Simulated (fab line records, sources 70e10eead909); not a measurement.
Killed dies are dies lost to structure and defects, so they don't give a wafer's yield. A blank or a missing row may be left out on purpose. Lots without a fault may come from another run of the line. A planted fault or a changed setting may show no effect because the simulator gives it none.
fab line records | flow nand_harc
record lots=13 wafers=39 last_day=34
route steps=1302 shown A_CONTACT@1044 THIN_TSV@1264 END@1302
lots that met no fault: from a run of the same line without faults
start_h: hours from the record's first day to the start of the lot's first wafer shown | wait_h: hours since the lot's step before | " the same as in the row above | L1.1+2: a row that stands for several wafers | - no value, or no start given | * or withheld: withheld | < > ~ a bound
route shown NAME@n: a module of which the file shows steps, and the number in the route of the first | usual: mean/standard deviation of fault-free wafers | same: alike in all rows | chamber/n: place in a boat | sites: the reading at each site | _std_site: their standard deviation | _edge_site: outer sites' mean less inner sites' | radius_mm: how far each site lies from the wafer's centre | mask NAME#n: copy n | behind: the tool/chamber that last shaped the wafer | hold: why the lot was held/for how many hours/how that ended | device: the transistor (n, p or np) that didn't switch | end of line: the same wafers' tests at the end of the route | a step without rows: its recipe alone | killed: dies lost to structure and defects at the first sort, not the wafer's yield | map: a wafer's dies, x killed, . not, _ none there
set.NAME: the setting as run; set.NAME@STEP: as run at that earlier step | model.NAME: the simulator's own value behind a step, which no gauge read
steps of the route over a sample of lots; a table a step, a row a wafer
services: from which hour (start_h, from the record's first day; less than 0 if before it) a tool's chamber was out of use, for how many hours, and why
## steps
# step NHARC_A_CONTACT_ETCH_76
# recipe target_depth_a=2600 over_etch_frac=0.3 time_s=475.3 ion_energy_ev=200 n2_flow_sccm=150 h2_flow_sccm=150 ar_flow_sccm=0 rf_w=400 bias_w=150 chemistry=N2/H2
# usual bias_w=149.9/0.45 drypump_motor_current_A=5.64/0.29 n2_flow_sccm=150.0/0.5 oes_product_au=0.998/0.011 rf_vpp_V=430.4/2.6 showerhead_plenum_p_Torr=2.04/0.089 throttle_valve_pct=14.173/0.0087
# columns lot.wafer tool chamber start_h wait_h bias_w drypump_motor_current_A n2_flow_sccm oes_product_au rf_hours_counter_h rf_vpp_V showerhead_plenum_p_Torr throttle_valve_pct
L143.3 rie_diel-06 2 504.75 - 150.5 5.55 149.4 1.003 3 433.4 2.16 14.183
L143.1 " 1 " " 149.6 5.38 150.0 1.000 2 428.2 2.00 14.183
L143.4 " 2 " " 150.7 5.57 149.7 0.998 - 433.1 2.16 14.173
L142.2 rie_diel-01 3 510.14 - 149.4 5.13 150.0 0.976 47 432.1 2.08 14.185
L142.1 " 1 " " 149.8 5.65 150.2 0.989 36 430.9 2.05 14.172
L142.5 " 0 " " 149.7 6.16 150.6 0.999 - 428.0 1.94 14.168
L144.2 rie_diel-01 3 517.53 - 149.7 5.14 150.6 0.969 49 432.1 2.08 14.179
L144.5 " 0 " " 150.8 6.17 149.3 0.997 - 428.2 1.94 14.187
L144.6 " 1 " " 149.6 5.65 149.8 0.992 - 431.8 2.05 14.162
L145.4 rie_diel-01 0 533.39 - 151.4 6.20 149.2 0.994 51 427.5 1.94 14.170
L145.2 " 1 " " 149.8 5.63 150.6 0.984 46 431.7 2.05 14.169
L145.1 " 2 " " 149.6 5.70 148.5 0.997 60 428.9 1.96 14.177
L148.1 rie_diel-13 1 549.58 - 150.9 6.13 150.0 1.015 8 432.1 2.15 14.175
L148.4 " 3 " " 150.1 5.18 149.3 1.009 7 433.4 2.11 14.173
L148.6 " 0 " " 150.1 6.28 150.3 1.013 - 425.7 1.89 14.157
L149.1 rie_diel-06 0 564.60 - 150.6 5.91 150.4 0.988 11 431.5 2.07 14.173
L149.4 " 1 " " 150.0 5.39 149.5 0.986 12 431.3 2.00 14.158
L149.6 " 0 " " 150.0 5.90 150.7 0.982 - 430.7 2.07 14.163
L153.1 rie_diel-06 2 617.77 - 149.3 5.53 149.5 1.022 20 433.4 2.15 14.172
L153.5 " 3 " " 149.8 5.62 149.7 1.000 - 427.3 1.92 14.158
L153.6 " 0 " " 150.0 5.89 150.0 0.989 - 431.1 2.07 14.170
L155.4 rie_diel-06 2 636.46 - 149.7 5.56 150.6 0.987 25 433.1 2.15 14.175
L155.2 " 0 " " 149.9 5.87 149.6 0.986 25 430.9 2.06 14.180
L155.6 " 2 " " 149.7 5.56 150.4 0.991 - 432.8 2.15 14.161
L157.4 rie_diel-06 2 645.09 - 149.8 5.58 150.5 0.993 26 434.0 2.15 14.165
L157.3 " 0 " " 150.4 5.87 150.0 0.996 26 432.4 2.06 14.179
L157.5 " 2 " " 149.7 5.58 150.4 1.003 - 432.8 2.15 14.159
L159.3 rie_diel-13 1 663.18 - 150.5 6.16 150.1 0.998 44 432.2 2.14 14.170
L159.5 " 2 " " 149.5 5.51 149.2 1.000 - 433.0 2.14 14.177
L159.6 " 3 " " 150.1 5.21 150.2 1.003 - 432.1 2.10 14.149
L161.3 rie_diel-13 2 695.76 - 150.3 5.48 149.3 0.997 53 433.8 2.13 14.175
L161.2 " 1 " " 150.3 6.15 149.7 1.008 51 434.0 2.14 14.179
L161.6 " 2 " " 149.6 5.50 149.6 0.992 - 433.1 2.13 14.174
L163.2 rie_diel-06 2 712.35 - 149.4 5.58 150.1 1.021 7 433.0 2.15 14.170
L163.3 " 1 " " 150.3 5.37 149.6 0.995 9 429.8 1.99 14.171
L163.6 " 3 " " 149.7 5.64 148.8 1.000 - 426.2 1.91 14.181
L165.2 rie_diel-06 0 741.35 - 150.0 5.87 150.2 1.011 9 431.5 2.06 14.171
L165.5 " 0 " " 151.3 5.87 150.7 1.004 - 431.1 2.06 14.175
L165.6 " 1 " " 150.0 5.39 149.9 1.003 - 428.8 1.99 14.151
# step NHARC_THIN_TSV_CD_MEAS_16
# usual cd_nm=1000.6/2.3
# columns lot.wafer tool chamber start_h wait_h cd_nm
L143.1 cd_sem-03 - 547.46 0.1 1000.2
L143.3 " - " " 998.9
L143.4 " - " " 1000.1
L142.1 cd_sem-02 - 554.04 0.1 999.0
L142.2 " - " " 1004.7
L142.5 " - " " 1003.1
L144.2 cd_sem-02 - 562.24 0.1 1001.5
L144.5 " - " " 997.9
L144.6 " - " " 994.1
L145.1 cd_sem-01 - 578.29 0.1 1001.6
L145.2 " - " " 1001.8
L145.4 " - " " 1001.6
L148.1 cd_sem-03 - 596.45 0.1 1003.0
L148.4 " - " " 1005.2
L148.6 " - " " 1004.1
L149.1 cd_sem-01 - 607.32 0.1 996.7
L149.4 " - " " 996.3
L149.6 " - " " 999.6
L153.1 cd_sem-02 - 662.21 0.1 999.3
L153.5 " - " " 1000.0
L153.6 " - " " 997.3
L155.2 cd_sem-01 - 683.40 0.1 1003.9
L155.4 " - " " 1002.8
L155.6 " - " " 999.7
L157.3 cd_sem-03 - 689.93 0.1 1000.8
L157.4 " - " " 1000.6
L157.5 " - " " 1000.9
L159.3 cd_sem-02 - 709.32 0.1 999.4
L159.5 " - " " 1001.6
L159.6 " - " " 998.1
L161.2 cd_sem-01 - 738.40 0.1 998.7
L161.3 " - " " 999.9
L161.6 " - " " 1001.9
L163.2 cd_sem-02 - 758.30 0.1 1000.0
L163.3 " - " " 999.2
L163.6 " - " " 1001.7
L165.2 cd_sem-02 - 786.91 0.1 995.8
L165.5 " - " " 999.4
L165.6 " - " " 1000.2
# step NHARC_THIN_TSV_DEGAS_53
# recipe temp_c=300 time_s=60
# usual heater_power_w=457/59
# columns lot.wafer tool chamber start_h wait_h heater_power_w
L143.1 pvd_sputter-03 - 551.47 0.1 411
L143.3 " - " " 408
L143.4 " - " " 441
L142.1 pvd_sputter-02 - 557.85 0.1 386
L142.2 " - " " 477
L142.5 " - " " 453
L144.2 pvd_sputter-03 - 566.05 0.1 422
L144.6 " - " " 414
L144.5 " - " " 423
L145.2 pvd_sputter-02 - 582.07 0.1 520
L145.1 " - " " 439
L145.4 " - " " 393
L148.1 pvd_sputter-02 - 600.26 0.1 507
L148.4 " - " " 514
L148.6 " - " " 389
L149.4 pvd_sputter-01 - 611.19 0.1 423
L149.1 " - " " 459
L149.6 " - " " 435
L153.1 pvd_sputter-01 - 666.07 0.1 471
L153.5 " - " " 446
L153.6 " - " " 458
L155.2 pvd_sputter-02 - 687.33 0.1 426
L155.4 " - " " 520
L155.6 " - " " 426
L157.3 pvd_sputter-03 - 693.99 0.1 403
L157.4 " - " " 419
L157.5 " - " " 434
L159.3 pvd_sputter-02 - 713.22 0.1 530
L159.6 " - " " 508
L159.5 " - " " 519
L161.2 pvd_sputter-02 - 742.31 0.1 354
L161.3 " - " " 528
L161.6 " - " " 533
L163.2 pvd_sputter-02 - 762.11 0.1 439
L163.3 " - " " 529
L163.6 " - " " 441
L165.2 pvd_sputter-03 - 790.85 0.1 422
L165.6 " - " " 396
L165.5 " - " " 425
# step NHARC_THIN_TSV_PRE_CLEAN_54
# recipe time_s=30 temp_c=280 gas=H2/He
# usual heater_power_w=401/54
# columns lot.wafer tool chamber start_h wait_h heater_power_w
L143.1 pvd_sputter-03 - 551.55 0.1 382
L143.4 " - " " 361
L143.3 " - " " 362
L142.1 pvd_sputter-02 - 557.91 0.0 454
L142.2 " - " " 402
L142.5 " - " " 461
L144.2 pvd_sputter-03 - 566.12 0.1 363
L144.5 " - " " 369
L144.6 " - " " 373
L145.1 pvd_sputter-02 - 582.16 0.1 459
L145.2 " - " " 403
L145.4 " - " " 341
L148.1 pvd_sputter-02 - 600.34 0.1 343
L148.4 " - " " 455
L148.6 " - " " 394
L149.1 pvd_sputter-01 - 611.27 0.1 402
L149.4 " - " " 421
L149.6 " - " " 379
L153.1 pvd_sputter-01 - 666.14 0.1 392
L153.5 " - " " 489
L153.6 " - " " 381
L155.4 pvd_sputter-02 - 687.42 0.1 456
L155.2 " - " " 381
L155.6 " - " " 292
L157.4 pvd_sputter-03 - 694.05 0.0 359
L157.3 " - " " 381
L157.5 " - " " 365
L159.3 pvd_sputter-02 - 713.33 0.1 466
L159.6 " - " " 310
L159.5 " - " " 479
L161.3 pvd_sputter-02 - 742.39 0.1 400
L161.2 " - " " 310
L161.6 " - " " 472
L163.2 pvd_sputter-02 - 762.19 0.1 387
L163.3 " - " " 465
L163.6 " - " " 375
L165.2 pvd_sputter-03 - 790.92 0.1 343
L165.5 " - " " 354
L165.6 " - " " 367
# step NHARC_END_SORT_01
# recipe temp_c=25
# usual killed_at_array=58/19 killed_at_other=1.1/1.2 killed_at_periphery=3.8/2.4 killed_dies=63/18 killed_open=3.3/1.8 killed_short=2.2/1.6
# same gross_dies=677
# columns lot.wafer tool chamber start_h wait_h killed_at_array killed_at_other killed_at_periphery killed_dies killed_open killed_short
L155.2 prober-02 0 697.10 2.8 47 3 2 52 6 3
L155.4 prober-02 0 698.70 3.4 137 2 3 142 3 1
L155.6 prober-02 0 700.29 4.0 121 1 1 123 3 1
L157.3 prober-01 0 706.10 3.1 68 0 3 71 7 1
L157.4 prober-01 0 706.88 3.4 163 0 4 167 1 1
L157.5 prober-01 0 707.67 3.6 148 0 8 156 5 0
L159.5 prober-01 0 726.72 3.7 64 0 3 67 4 2
# killed by level:class
L155.2 A_CHANNEL_HOLE_D1:chamber_film_flake=32 THIN_TSV:chamber_film_flake=3 A_ONON_D1:geometric_particle:short=2 A_ONON_D2:geometric_particle:open=2 A_DECK1_JOINT:chamber_film_flake=2 A_STAIRCASE:chamber_film_flake=2 P_M2:geometric_particle:open=1 A_ONON_D1:geometric_particle:open=1
L155.4 A_CONTACT:unspecified=86 A_CHANNEL_HOLE_D1:chamber_film_flake=29 A_STAIRCASE:chamber_film_flake=5 A_M1:chamber_film_flake=4 A_CONTACT:chamber_film_flake=3 A_DECK1_JOINT:chamber_film_flake=2 A_WL_FILL:chamber_film_flake=2 THIN_TSV:chamber_film_flake=2
L155.6 A_CONTACT:unspecified=83 A_CHANNEL_HOLE_D1:chamber_film_flake=27 A_CONTACT:chamber_film_flake=3 A_DECK1_JOINT:chamber_film_flake=2 A_M0:chamber_film_flake=2 P_M0:geometric_particle:open=1 A_CONTACT:geometric_particle:open=1 A_BLC:geometric_particle:short=1
L157.3 A_SLIT:chamber_film_flake=36 A_CHANNEL_HOLE_D1:chamber_film_flake=21 A_ONON_D2:geometric_particle:open=2 A_M0:geometric_particle:open=2 P_BONDPAD:chamber_film_flake=2 A_STAIRCASE:chamber_film_flake=2 P_M0:geometric_particle:short=1 A_CHANNEL_FILL_D1:geometric_particle:open=1
L157.4 A_CONTACT:unspecified=85 A_CHANNEL_HOLE_D1:chamber_film_flake=36 A_SLIT:chamber_film_flake=32 A_STAIRCASE:chamber_film_flake=4 P_M1:chamber_film_flake=2 A_SOURCE_PLATE:geometric_particle:short=1 A_CHANNEL_FILL_D1:geometric_particle:open=1 P_GATE:chamber_film_flake=1
L157.5 A_CONTACT:unspecified=82 A_SLIT:chamber_film_flake=29 A_CHANNEL_HOLE_D1:chamber_film_flake=28 P_BONDPAD:chamber_film_flake=4 P_M1:chamber_film_flake=2 P_M0:geometric_particle:open=1 A_ONON_D2:geometric_particle:open=1 A_CHANNEL_FILL_D2:geometric_particle:open=1
L159.5 A_SLIT:chamber_film_flake=30 A_CHANNEL_HOLE_D1:chamber_film_flake=10 A_CONTACT:chamber_film_flake=7 A_CHANNEL_HOLE_D2:chamber_film_flake=5 A_STAIRCASE:chamber_film_flake=4 P_M2:chamber_film_flake=2 A_DECK1_JOINT:chamber_film_flake=2 P_M0:geometric_particle:open=1
## services
# columns tool chamber start_h hours kind
rie_diel-06 - 484.20 9.0 pm
rie_diel-13 1 492.24 6.6 repair
rie_diel-13 0 495.00 16.7 repair
rie_diel-06 3 498.17 35.2 repair
pvd_sputter-03 - 526.86 10.0 pm
rie_diel-06 - 548.65 3.7 repair
rie_diel-01 - 557.90 9.0 pm
pvd_sputter-01 - 582.00 10.0 pm
rie_diel-01 - 602.36 3.7 repair
rie_diel-13 0 622.90 4.5 repair
pvd_sputter-02 - 638.00 10.0 pm
pvd_sputter-03 - 640.70 7.9 repair
rie_diel-06 - 661.20 9.0 pm
pvd_sputter-02 - 663.71 21.8 repair
rie_diel-01 1 684.60 2.9 repair
rie_diel-13 3 696.02 6.8 repair
rie_diel-13 - 696.06 9.0 pm
pvd_sputter-03 - 704.86 10.0 pm
rie_diel-06 0 711.70 2.8 repair
pvd_sputter-03 - 732.50 1.7 repair
pvd_sputter-01 - 746.98 3.4 repair
pvd_sputter-03 - 752.93 2.7 repair
pvd_sputter-01 - 760.00 10.0 pm
pvd_sputter-02 - 775.68 1.5 repair
## key
first_sign step=NHARC_END_SORT_01 reading=killed_dies direction=up sigmas=4.5 usual=63 struck=147
effect step=NHARC_END_SORT_01 reading=killed_at_array direction=up sigmas=4.4 usual=58 struck=142
more_kills_born_at NHARC_A_CONTACT_ETCH_76@rie_diel-06=336
met_at NHARC_A_CONTACT_ETCH_76
struck_lots L155,L157
struck_wafers L155.4,L155.6,L157.4,L157.5
tester_left_out L155,L157
not_acting_at NHARC_THIN_TSV_CD_MEAS_16,NHARC_THIN_TSV_DEGAS_53,NHARC_THIN_TSV_PRE_CLEAN_54
onset_between 617.77 636.46
fault kind=chamber_particle_source tool=rie_diel-06 chamber=2 onset_h=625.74 steps=NHARC_A_CONTACT_ETCH_76 rate_per_visit_cm2=0.80633 end_h=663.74
# tester_left_out: of these lots the tester's yield and bins aren't shown, on N5 and GAA mostly nor the transistor test; their killed dies are dies lost to structure and defects alone, not to doping, threshold or leakage, so they don't give the yield
